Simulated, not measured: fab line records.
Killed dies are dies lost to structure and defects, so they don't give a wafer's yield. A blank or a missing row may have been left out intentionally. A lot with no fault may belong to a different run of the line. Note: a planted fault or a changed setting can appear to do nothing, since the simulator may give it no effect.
Matching of chambers    flow n5 finfet    N5_BEOL_M1_ETCH_64 on rie diel-03: 4 sister chambers
The step etches SOC in N2/H2, target depth 75 nm, overetch 15 nm, time 112.5 s. 8 wafers are shown with their chamber, then 9 later ones without.

## WAFERS WITH THEIR CHAMBER
wafer   chamber  drypump motor current A (A)  showerhead plenum p Torr (Torr)
L077.5  0        5.9                          2.58
L085.2  0        5.9                          2.58
L085.3  2        6.1                          2.62
L086.1  3        5.7                          2.52
L086.5  1        6.1                          2.53
L092.2  1        6.1                          2.52
L092.4  3        5.6                          2.52
L092.5  2        6.1                          2.62

## WAFERS WITHOUT THEIR CHAMBER
wafer   drypump motor current A (A)  showerhead plenum p Torr (Torr)
L094.2  5.9                          2.57
L094.3  5.6                          2.52
L094.5  5.9                          2.57
L096.2  5.6                          2.52
L096.4  6.2                          2.61
L096.5  6.1                          2.61
L097.3  5.6                          2.52
L097.5  5.9                          2.57
L097.6  6.1                          2.52

## THE CHAMBER EACH PASSED THROUGH
wafer   from the rows above  in truth
L094.2  0                    0
L094.3  3                    3
L094.5  0                    0
L096.2  3                    3
L096.4  2                    2
L096.5  2                    2
L097.3  3                    3
L097.5  0                    0
L097.6  1                    1
Correct placement for 9 of the 9. Not placeable from these rows: 0. Wrongly placed: 0.
How it was worked out, from the rows above alone: a wafer's distance from a chamber is the root of the sum, over the readings, of the square of ((its reading less the chamber's mean) divided by the reading's scatter). If the next closest chamber is less than 2 further off than the closest, the wafer can't be placed; otherwise it belongs to the closest. Each chamber's mean is taken over the wafers shown for it. The scatter: take each reading less its chamber's mean, square it, sum over the shown wafers, divide by the number of wafers less the number of chambers, and take the root.
